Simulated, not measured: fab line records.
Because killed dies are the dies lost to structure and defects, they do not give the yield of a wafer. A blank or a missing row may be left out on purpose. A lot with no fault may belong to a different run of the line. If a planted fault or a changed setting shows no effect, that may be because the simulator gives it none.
What tool caused it? -- flow n5-finfet -- 15 lots, 45 wafers sampled, at 8 steps of a route of 1938

## WHAT THE GAUGES READ, wafer by wafer
N5_BEOL_M0_SAQP_CD_MEAS_14: the cd target is 42.5 nm. Usual: 42.4 nm for cd-nm, sd 0.41.
lot,measured,on,cd-nm (nm),flag
L794,day 6 00:40,cd-sem-02,42.2 42.6 42.3,
L796,day 6 06:40,cd-sem-01,42.2 42.4 42.2,
L801,day 7 15:35,cd-sem-03,42.4 42.8 41.7,
L802,day 7 18:37,cd-sem-02,42.6 42.3 42.0,
L803,day 8 02:41,cd-sem-03,42.2 42.3 41.8,
L806,day 9 05:35,cd-sem-01,42.8 42.6 42.9,
L808,day 9 08:04,cd-sem-03,42.4 42.3 42.5,
L809,day 9 15:38,cd-sem-03,41.6 41.9 42.4,
L810,day 9 19:41,cd-sem-03,42.3 41.9 42.8,
L811,day 9 22:27,cd-sem-03,42.8 42.7 42.5,
L812,day 10 05:22,cd-sem-03,42.9 42.4 42.8,
L813,day 10 16:07,cd-sem-02,42.9 42.7 42.6,
L814,day 10 19:16,cd-sem-02,43.0 42.3 42.4,
L815,day 11 00:41,cd-sem-02,42.0 42.3 42.2,
L816,day 11 03:53,cd-sem-02,42.8 42.5 42.7,

N5_BEOL_M0_SAQP_OVL_MEAS_15. Usual: for M0_CORE_OVL the level is 0.2 nm and the standard deviation is 0.75.
lot,measured,on,M0_CORE_OVL (nm),flag
L794,day 6 00:41,overlay-02,-1.7 -1.2 -0.4,
L796,day 6 06:42,overlay-01,0.1 -1.0 1.2,
L801,day 7 15:36,overlay-01,0.5 -0.1 0.2,
L802,day 7 18:39,overlay-02,1.0 0.2 0.5,
L803,day 8 02:43,overlay-02,-0.5 0.6 0.8,
L806,day 9 05:37,overlay-02,0.8 -0.6 -0.1,
L808,day 9 08:06,overlay-01,0.0 0.3 0.8,
L809,day 9 15:40,overlay-02,1.0 0.6 1.0,
L810,day 9 19:42,overlay-02,-0.1 0.9 0.8,
L811,day 9 22:28,overlay-02,0.5 -0.3 0.0,
L812,day 10 05:25,overlay-02,0.1 -0.9 0.3,
L813,day 10 16:08,overlay-02,-0.6 0.0 0.0,
L814,day 10 19:18,overlay-01,0.2 0.0 -0.7,
L815,day 11 00:42,overlay-02,1.2 1.1 1.8,
L816,day 11 03:55,overlay-01,-0.9 -1.5 -0.4,

N5_BEOL_M0_SAQP_CD_MEAS_25: the cd target is 13.1 nm. Usual: 12.82 nm for cd-nm, sd 0.22.
lot,measured,on,cd-nm (nm),flag
L794,day 6 02:20,cd-sem-02,13.16 12.74 12.59,
L796,day 6 08:20,cd-sem-01,12.65 12.80 12.82,
L801,day 7 17:21,cd-sem-01,- - -,OFF
L802,day 7 20:20,cd-sem-01,- - -,OFF
L803,day 8 04:24,cd-sem-01,- - -,OFF
L806,day 9 07:34,cd-sem-01,12.80 13.04 13.26,
L808,day 9 09:50,cd-sem-01,13.27 12.65 12.56,
L809,day 9 17:29,cd-sem-02,12.91 12.85 12.83,
L810,day 9 21:30,cd-sem-01,12.98 12.71 12.73,
L811,day 10 00:08,cd-sem-02,12.80 12.87 12.77,
L812,day 10 07:14,cd-sem-01,12.36 12.90 13.14,
L813,day 10 17:46,cd-sem-01,12.91 12.84 12.94,
L814,day 10 20:55,cd-sem-03,12.99 12.83 13.04,
L815,day 11 02:43,cd-sem-03,12.45 12.99 12.82,
L816,day 11 07:01,cd-sem-02,12.78 12.72 12.80,

N5_BEOL_M4_RC_MEAS_101. Usual: DIBL_N 35.8 mV/V, standard deviation 1.8; DIBL_P 35.9 mV/V, standard deviation 2.2; IOFF_N 0.16 nA/um, standard deviation 0.035; IOFF_P 0.21 nA/um, standard deviation 0.04; ION_N 672 uA/um, standard deviation 11; ION_P 461 uA/um, standard deviation 7.4; SS_N 71.4 mV/dec, standard deviation 0.64; SS_P 73.2 mV/dec, standard deviation 0.67; VT_N 250 mV, standard deviation 3.5; VT_P -251 mV, standard deviation 3.4.
lot,measured,on,DIBL_N (mV/V),DIBL_P (mV/V),IOFF_N (nA/um),IOFF_P (nA/um),ION_N (uA/um),ION_P (uA/um),SS_N (mV/dec),SS_P (mV/dec),VT_N (mV),VT_P (mV),flag
L794,day 8 15:25,prober-01,34.9 32.9 34.9,36.2 34.3 36.9,0.17 0.14 0.17,0.23 0.20 0.25,675 669 677,468 463 476,71.4 71.4 71.0,74.0 72.7 72.8,247 250 245,-246 -250 -246,
L796,day 8 15:26,prober-02,36.6 32.9 34.7,36.8 32.4 33.6,0.18 0.12 0.14,0.25 0.18 0.18,683 659 665,471 458 454,72.0 70.8 71.4,73.6 72.4 72.8,245 255 249,-246 -251 -250,
L806,day 11 16:23,prober-02,35.2 37.3 37.5,34.5 37.3 38.5,0.14 0.16 0.18,0.18 0.22 0.25,667 684 682,459 467 465,70.5 71.4 71.2,72.1 72.6 73.1,252 250 246,-250 -250 -249,
L808,day 12 13:22,prober-02,37.4 39.5 34.0,36.8 40.4 33.2,0.21 0.25 0.13,0.27 0.34 0.20,697 702 667,478 486 462,71.8 72.1 70.4,73.6 73.8 72.5,245 242 252,-244 -243 -247,
L809,day 12 01:48,prober-02,31.7 34.5 33.8,31.2 35.6 34.5,0.09 0.13 0.12,0.13 0.19 0.18,654 667 667,456 461 469,70.2 70.7 70.6,71.9 73.1 72.2,258 251 251,-256 -251 -251,
L810,day 12 09:31,prober-01,37.6 36.7 35.9,37.8 36.8 36.1,0.17 0.15 0.14,0.19 0.17 0.17,671 668 660,444 446 448,72.1 72.0 71.8,73.8 73.5 73.5,251 252 253,-257 -256 -256,
L811,day 12 16:39,prober-01,37.3 37.0 32.9,36.3 35.8 31.6,0.18 0.16 0.11,0.21 0.20 0.15,672 682 661,458 464 456,72.0 70.6 70.9,73.2 73.4 72.5,248 249 252,-251 -251 -256,
L812,day 12 20:54,prober-01,37.0 37.4 36.3,36.5 37.5 36.1,0.16 0.17 0.17,0.22 0.26 0.22,673 670 671,455 462 463,71.6 71.8 71.5,73.1 74.1 73.4,251 248 250,-249 -245 -247,
L813,day 12 18:34,prober-02,35.1 36.7 34.3,36.4 38.3 35.3,0.15 0.19 0.14,0.23 0.26 0.21,668 679 669,461 472 466,71.7 72.2 71.8,73.3 72.9 72.9,248 246 252,-248 -245 -248,
L814,day 12 23:56,prober-01,37.1 36.5 33.7,37.8 36.8 32.5,0.17 0.15 0.11,0.21 0.20 0.15,679 674 660,458 468 454,72.1 71.4 70.9,74.1 73.9 72.8,246 251 255,-251 -255 -255,
L815,day 13 21:09,prober-02,35.9 35.5 35.3,34.6 34.3 33.3,0.14 0.14 0.12,0.20 0.20 0.19,676 683 669,467 466 464,70.8 71.0 70.5,73.0 72.3 72.7,249 249 254,-252 -251 -252,
L816,day 13 23:44,prober-02,34.4 35.2 32.4,33.0 34.1 30.8,0.11 0.12 0.09,0.17 0.18 0.14,659 658 653,459 459 453,70.6 71.7 70.3,72.5 72.9 71.6,255 255 257,-251 -253 -255,

## WHICH TOOL RAN EACH LOT (tool, then ch and the chambers of the sampled wafers, then the start)
lot,N5_MOL_CONTACT_COAG_CMP_52,N5_BEOL_M0_SAQP_ETCH_83,N5_BEOL_M0_SAQP_ETCH_84,N5_BEOL_M0_SAQP_MANDREL_ETCH_20
L794,"cmp-01 ch 0,2, day 5 16:42","rie-diel-06 ch 0,3, day 6 00:48","rie-diel-06 ch 0,3, day 6 00:51","rie-si-02 ch 1,2,3, day 6 01:03"
L796,"cmp-01 ch 0,1,3, day 6 00:19","rie-diel-06 ch 1,3, day 6 06:48","rie-diel-06 ch 1,3, day 6 06:51","rie-si-02 ch 1,3, day 6 07:02"
L801,"cmp-02 ch 0,1,3, day 7 10:35","rie-diel-01 ch 1,2,3, day 7 15:41","rie-diel-01 ch 1,2,3, day 7 15:44","rie-si-05 ch 1,2, day 7 15:56"
L802,"cmp-02 ch 0,1,2, day 7 12:43","rie-diel-06 ch 1,2,3, day 7 18:44","rie-diel-06 ch 1,2,3, day 7 18:47","rie-si-05 ch 1,2,3, day 7 18:59"
L803,"cmp-03 ch 0,3, day 7 21:40","rie-diel-03 ch 0,1, day 8 02:49","rie-diel-03 ch 0,1, day 8 02:52","rie-si-02 ch 0,2,3, day 8 03:03"
L806,"cmp-01 ch 0,2,3, day 8 23:49","rie-diel-01 ch 0,1,2, day 9 05:43","rie-diel-01 ch 0,1,2, day 9 05:46","rie-si-01 ch 1,2,3, day 9 05:57"
L808,"cmp-03 ch 0,1,3, day 9 02:39","rie-diel-06 ch 0,3, day 9 08:11","rie-diel-06 ch 0,3, day 9 08:14","rie-si-02 ch 0,1, day 9 08:26"
L809,"cmp-03 ch 0,1, day 9 11:03","rie-diel-03 ch 1,2,3, day 9 15:46","rie-diel-03 ch 1,2,3, day 9 15:49","rie-si-02 ch 0,1,2, day 9 16:00"
L810,"cmp-01 ch 1,2,3, day 9 14:52","rie-diel-01 ch 0,1,3, day 9 19:48","rie-diel-01 ch 0,1,3, day 9 19:51","rie-si-05 ch 1,3, day 9 20:02"
L811,"cmp-01 ch 0,1,2, day 9 17:52","rie-diel-03 ch 0,2,3, day 9 22:34","rie-diel-03 ch 0,2,3, day 9 22:37","rie-si-02 ch 0,1,3, day 9 22:49"
L812,"cmp-03 ch 1,2,3, day 10 00:40","rie-diel-03 ch 1,2,3, day 10 05:30","rie-diel-03 ch 1,2,3, day 10 05:33","rie-si-02 ch 0,1,3, day 10 05:44"
L813,"cmp-03 ch 0,2,3, day 10 10:50","rie-diel-06 ch 0,1,2, day 10 16:14","rie-diel-06 ch 0,1,2, day 10 16:17","rie-si-05 ch 0,1,3, day 10 16:28"
L814,"cmp-01 ch 0,1,3, day 10 11:18","rie-diel-06 ch 0,1,3, day 10 19:23","rie-diel-06 ch 0,1,3, day 10 19:26","rie-si-02 ch 0,1,3, day 10 19:38"
L815,"cmp-02 ch 0,1,2, day 10 19:51","rie-diel-01 ch 0,2,3, day 11 00:57","rie-diel-01 ch 0,2,3, day 11 01:00","rie-si-02 ch 0,3, day 11 01:11"
L816,"cmp-01 ch 0,1,2, day 10 22:39","rie-diel-03 ch 0,2,3, day 11 04:19","rie-diel-03 ch 0,2,3, day 11 04:22","rie-si-05 ch 1,3, day 11 04:33"
- N5_MOL_CONTACT_COAG_CMP_52: polishes, stops on SiO2, t overpolish 1.5 s, target thk 66.5 nm.
- N5_BEOL_M0_SAQP_ETCH_83: etches SiARC in CF4, target depth 39 nm, time 65 s.
- N5_BEOL_M0_SAQP_ETCH_84: etches SOC in N2/H2, target depth 100 nm, overetch 20 nm, time 150 s.
- N5_BEOL_M0_SAQP_MANDREL_ETCH_20: etches a-Si in HBr/Cl2, stops on SiNx, target depth 60 nm, bt time 10 s, time 30 s.

## WHAT THE TOOLS THEMSELVES READ (means of the sampled wafers that have a number; where no wafer has one, the mark that the record gives instead)
N5_MOL_CONTACT_COAG_CMP_52. Usual: head-pressure-psi 3.998 psi, standard deviation 0.0087; motor-current-A 11.9 A, standard deviation 1.4; overpolish-run-s 1.501 s, standard deviation 0.0094; pad-life-wafers 1043, standard deviation 490; time-to-endpoint-s 12.2 s, standard deviation 2.6.
lot,tool,head-pressure-psi (psi),motor-current-A (A),overpolish-run-s (s),pad-life-wafers,time-to-endpoint-s (s),flag
L794,cmp-01,3.990,11.5,1.492,1442,9.6,
L796,cmp-01,3.994,11.7,1.504,1532,13.2,
L801,cmp-02,4.002,11.1,1.501,1071,16.0,
L802,cmp-02,3.999,11.0,1.509,1094,13.2,
L803,cmp-03,3.999,11.9,1.506,835,10.5,
L806,cmp-01,3.995,11.9,1.499,109,13.0,
L808,cmp-03,3.998,11.4,1.499,1101,14.8,
L809,cmp-03,3.991,12.1,1.504,1194,12.5,
L810,cmp-01,3.991,12.4,1.490,320,13.5,
L811,cmp-01,3.993,11.9,1.496,338,11.0,
L812,cmp-03,3.988,11.6,1.499,1315,14.6,
L813,cmp-03,4.004,12.5,1.512,1400,12.2,
L814,cmp-01,3.992,11.7,1.504,481,12.8,
L815,cmp-02,4.005,11.2,1.495,1527,13.7,
L816,cmp-01,3.997,11.7,1.508,578,10.8,

N5_BEOL_M0_SAQP_ETCH_83. Usual: bias-w 36.00 W, standard deviation 0.12; cf4-flow-sccm 100.0 sccm, standard deviation 0.32; drypump-motor-current-A 5.7 A, standard deviation 0.45; etch-rf-on-time-s 64.9 s, standard deviation 1.4; oes-product-au 0.67 a.u., standard deviation 0.074; rf-vpp-V 183.7 V, standard deviation 0.97; showerhead-plenum-p-Torr 2.10 Torr, standard deviation 0.04; throttle-valve-pct 15.71 %, standard deviation 0.27.
lot,tool,bias-w (W),cf4-flow-sccm (sccm),drypump-motor-current-A (A),etch-rf-on-time-s (s),oes-product-au (a.u.),rf-vpp-V (V),showerhead-plenum-p-Torr (Torr),throttle-valve-pct (%),flag
L794,rie-diel-06,36.05,99.8,5.4,65.5,0.69,183.0,2.06,15.55,
L796,rie-diel-06,35.88,100.0,5.1,65.3,0.63,183.2,2.05,15.65,
L801,rie-diel-01,-,-,-,-,-,-,-,-,OFF
L802,rie-diel-06,-,-,-,-,-,-,-,-,OFF
L803,rie-diel-03,-,-,-,-,-,-,-,-,OFF
L806,rie-diel-01,35.95,99.8,6.0,62.9,0.77,183.0,2.09,15.44,
L808,rie-diel-06,36.08,100.2,5.8,65.0,0.70,183.7,2.08,15.45,
L809,rie-diel-03,35.95,100.1,5.4,65.6,0.60,183.1,2.09,16.02,
L810,rie-diel-01,35.98,99.5,6.2,63.7,0.71,183.5,2.10,15.49,
L811,rie-diel-03,35.95,99.8,5.5,66.0,0.65,183.8,2.11,15.81,
L812,rie-diel-03,36.01,99.9,5.4,66.0,0.60,183.5,2.09,16.03,
L813,rie-diel-06,35.97,99.9,5.8,65.2,0.65,183.5,2.09,15.63,
L814,rie-diel-06,35.87,100.2,5.5,65.8,0.65,182.6,2.06,15.58,
L815,rie-diel-01,36.02,100.4,6.2,62.9,0.72,183.8,2.11,15.53,
L816,rie-diel-03,35.98,100.0,5.5,65.8,0.65,184.5,2.11,15.83,

N5_BEOL_M0_SAQP_ETCH_84. Usual: bias-w 150.0 W, standard deviation 0.51; chamber-pressure-mTorr 30.001 mTorr, standard deviation 0.027; drypump-motor-current-A 5.7 A, standard deviation 0.45; n2-flow-sccm 200.1 sccm, standard deviation 0.64; oes-product-au 0.70 a.u., standard deviation 0.075; rf-vpp-V 522.5 V, standard deviation 1.8; showerhead-plenum-p-Torr 2.49 Torr, standard deviation 0.058; throttle-valve-pct 17.94 %, standard deviation 0.23.
lot,tool,bias-w (W),chamber-pressure-mTorr (mTorr),drypump-motor-current-A (A),n2-flow-sccm (sccm),oes-product-au (a.u.),rf-vpp-V (V),showerhead-plenum-p-Torr (Torr),throttle-valve-pct (%),flag
L794,rie-diel-06,150.2,29.997,5.4,199.7,0.72,521.3,2.45,17.77,
L796,rie-diel-06,149.6,29.987,5.1,199.8,0.67,521.0,2.43,17.89,
L801,rie-diel-01,149.7,30.007,6.2,200.2,0.33,523.3,2.51,17.71,OFF
L802,rie-diel-06,150.2,30.021,5.4,200.0,0.27,521.3,2.46,17.86,OFF
L803,rie-diel-03,149.7,29.977,5.8,200.0,0.29,523.4,2.54,18.15,OFF
L806,rie-diel-01,149.5,29.993,6.0,199.4,0.80,522.8,2.48,17.69,
L808,rie-diel-06,150.4,29.985,5.8,199.6,0.74,521.6,2.46,17.70,
L809,rie-diel-03,149.6,30.035,5.4,200.1,0.63,522.2,2.48,18.18,
L810,rie-diel-01,150.1,30.015,6.2,199.8,0.74,523.2,2.49,17.66,
L811,rie-diel-03,149.8,30.012,5.5,200.4,0.70,522.3,2.51,18.03,
L812,rie-diel-03,150.0,30.016,5.4,199.7,0.63,522.1,2.48,18.19,
L813,rie-diel-06,149.9,30.023,5.8,200.3,0.68,521.5,2.47,17.83,
L814,rie-diel-06,149.9,30.003,5.5,200.8,0.69,520.7,2.44,17.81,
L815,rie-diel-01,149.7,30.042,6.3,200.4,0.74,522.6,2.51,17.85,
L816,rie-diel-03,149.7,30.031,5.5,199.9,0.68,521.5,2.51,18.04,

N5_BEOL_M0_SAQP_MANDREL_ETCH_20. Usual: HBr_flow_sccm 150.0 sccm, standard deviation 0.42; bias-w 75.01 W, standard deviation 0.23; drypump-motor-current-A 5.6 A, standard deviation 0.57; he-backside-leak-sccm 2.64 sccm, standard deviation 0.23; oes-product-au 0.781 a.u., standard deviation 0.012; throttle-valve-pct 35.4 %, standard deviation 0.46.
lot,tool,HBr_flow_sccm (sccm),bias-w (W),drypump-motor-current-A (A),he-backside-leak-sccm (sccm),oes-product-au (a.u.),throttle-valve-pct (%),flag
L794,rie-si-02,150.2,74.92,5.5,2.39,0.781,35.5,
L796,rie-si-02,150.1,75.16,5.4,2.56,0.782,35.3,
L801,rie-si-05,150.0,75.00,5.4,3.01,0.322,36.4,OFF
L802,rie-si-05,150.0,74.89,5.6,2.68,0.330,36.2,OFF
L803,rie-si-02,149.8,75.10,5.8,2.66,0.331,36.3,OFF
L806,rie-si-01,150.3,75.00,5.5,2.67,0.792,35.3,
L808,rie-si-02,149.9,75.04,6.0,2.75,0.774,35.3,
L809,rie-si-02,150.2,75.06,6.1,2.64,0.777,35.6,
L810,rie-si-05,149.8,74.89,5.6,2.61,0.786,34.9,
L811,rie-si-02,150.3,75.05,5.6,2.70,0.772,35.2,
L812,rie-si-02,150.1,75.16,5.7,2.67,0.778,35.2,
L813,rie-si-05,149.7,75.05,5.4,2.69,0.791,35.3,
L814,rie-si-02,150.1,74.77,5.7,2.62,0.775,35.2,
L815,rie-si-02,150.0,75.33,5.3,2.57,0.773,35.0,
L816,rie-si-05,150.2,75.26,5.6,2.60,0.779,34.9,

## THE ANSWER, worked out from the rows above alone
Rule: a lot counts as off when the mean over its wafers that have a number is more than 3 standard deviations away from the usual mean. Also off: a lot with no number at a reading for which 4 or more lots have one. All remaining lots with rows at the step are treated as sound. First the gauges in route order, then the tools' own readings, where a lot's mean is used as printed above. At the first step where some lot is off, the reading lying furthest off is the one used; lots without a number count as furthest.
Off, at N5_BEOL_M0_SAQP_CD_MEAS_25 on cd-nm: L801, L802, L803. Without a number there: L801, L802, L803.
A tool fits if, at a process step before that reading, it ran every lot that is off, and no sound lot after the first of them. The gauges at N5_BEOL_M0_SAQP_CD_MEAS_25 aren't tried: what is off there is off at N5_BEOL_M0_SAQP_ETCH_83 too, on other tools, and a gauge's error can't cause that. No candidate that was tried fits.

## WHAT HAD BEEN PUT IN BY THE SIMULATOR
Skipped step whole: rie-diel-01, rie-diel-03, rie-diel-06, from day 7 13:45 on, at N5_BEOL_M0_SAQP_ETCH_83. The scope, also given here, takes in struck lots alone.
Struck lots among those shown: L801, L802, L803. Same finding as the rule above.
